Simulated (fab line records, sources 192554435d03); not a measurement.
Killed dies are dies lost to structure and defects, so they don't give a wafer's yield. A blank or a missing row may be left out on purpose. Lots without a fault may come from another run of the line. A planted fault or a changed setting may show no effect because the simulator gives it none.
Split-lot experiment | flow n5_finfet | 7 lots, 21 wafers read, on a route of 1938 steps

THE SPLIT
At N5_BEOL_M7_HM_DEP_02 (deposits TiN, target thk 20 nm), the setting target_thk_a was moved away from the recipe's 200 angstrom on 2 of the 21 wafers read, by -9.1% to +11.7%. The other wafers ran this setting at the recipe's value.

The reading is taken at the split's own step.

THE READING
TiN_of_BEOL_M7_HM_DEP_02.thk_nm (the simulator's own value, which no gauge read), in nm, at N5_BEOL_M7_HM_DEP_02 (deposits TiN, target thk 20 nm). The file gives no usual value for it. The 19 wafers here that ran the recipe average 20.1 nm, standard deviation 0.14 nm.

wafer  | tool, chamber at the split | target_thk_a as run, angstrom | against the recipe | TiN_of_BEOL_M7_HM_DEP_02.thk_nm, nm | against lot-mates on the recipe
L078.1 | pvd_sputter-01, -          | 200                           | recipe             | 20.2                                | -
L078.2 | pvd_sputter-01, -          | 200                           | recipe             | 20.2                                | -
L078.6 | pvd_sputter-01, -          | 200                           | recipe             | 20                                  | -
L079.3 | pvd_sputter-03, -          | 200                           | recipe             | 20.2                                | -
L079.4 | pvd_sputter-03, -          | 200                           | recipe             | 20.2                                | -
L079.5 | pvd_sputter-03, -          | 200                           | recipe             | 20.2                                | -
L087.3 | pvd_sputter-01, -          | 200                           | recipe             | 20.2                                | -
L087.4 | pvd_sputter-01, -          | 200                           | recipe             | 20.2                                | -
L087.6 | pvd_sputter-01, -          | 200                           | recipe             | 20                                  | -
L088.4 | pvd_sputter-01, -          | 200                           | recipe             | 20.2                                | -
L088.6 | pvd_sputter-01, -          | 200                           | recipe             | 20.2                                | -
L088.5 | pvd_sputter-01, -          | 223.4                         | +11.7%             | 22.6                                | +2.4
L091.1 | pvd_sputter-02, -          | 200                           | recipe             | 20                                  | -
L091.4 | pvd_sputter-02, -          | 200                           | recipe             | 20                                  | -
L091.3 | pvd_sputter-02, -          | 200                           | recipe             | 20.2                                | -
L093.1 | pvd_sputter-02, -          | 200                           | recipe             | 20                                  | -
L093.3 | pvd_sputter-02, -          | 200                           | recipe             | 19.8                                | -
L093.4 | pvd_sputter-02, -          | 200                           | recipe             | 19.8                                | -
L097.2 | pvd_sputter-03, -          | 181.9                         | -9.1%              | 18.4                                | -1.7
L097.4 | pvd_sputter-03, -          | 200                           | recipe             | 20.2                                | -
L097.5 | pvd_sputter-03, -          | 200                           | recipe             | 20                                  | -

THE FIT
A straight line over all 21 wafers: TiN_of_BEOL_M7_HM_DEP_02.thk_nm changes by +0.204 nm for each +1% of target_thk_a; r = +0.98; the points scatter about the line by 0.14 nm.
The same after taking each lot's own level away (the mean of its wafers on the recipe; 21 wafers): +0.199 nm for each +1%; r = +0.99; scatter 0.086 nm.
On that fit, the largest move of target_thk_a shifts the reading by 2.3 nm.
The lots' own levels span 19.87 to 20.20 nm, that is 2.5 times the standard deviation above.
So the lot-to-lot level changes the slope little: the two slopes agree.
Check: with one of the wafers moved furthest among these (+11.7%) left out of the fit, the line predicts +2.2 nm for it against its lot-mates. It came out at +2.4 nm against them.

OTHER SPLITS ON THESE WAFERS
These wafers also went through other splits before the reading. Each is held against what the fit with the lots' levels taken away leaves over:
other split on the same wafers | wafers away from the commonest value | r with TiN_of_BEOL_M7_HM_DEP_02.thk_nm (lot level and that fit taken away)
N5_BEOL_M5_EXPOSE_08 dose_mj   | 6                                    | -0.11

THE FILE'S OWN FIT
TiN_of_BEOL_M7_HM_DEP_02.thk_nm changes by +0.199 nm for each +1% of target_thk_a, r = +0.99.
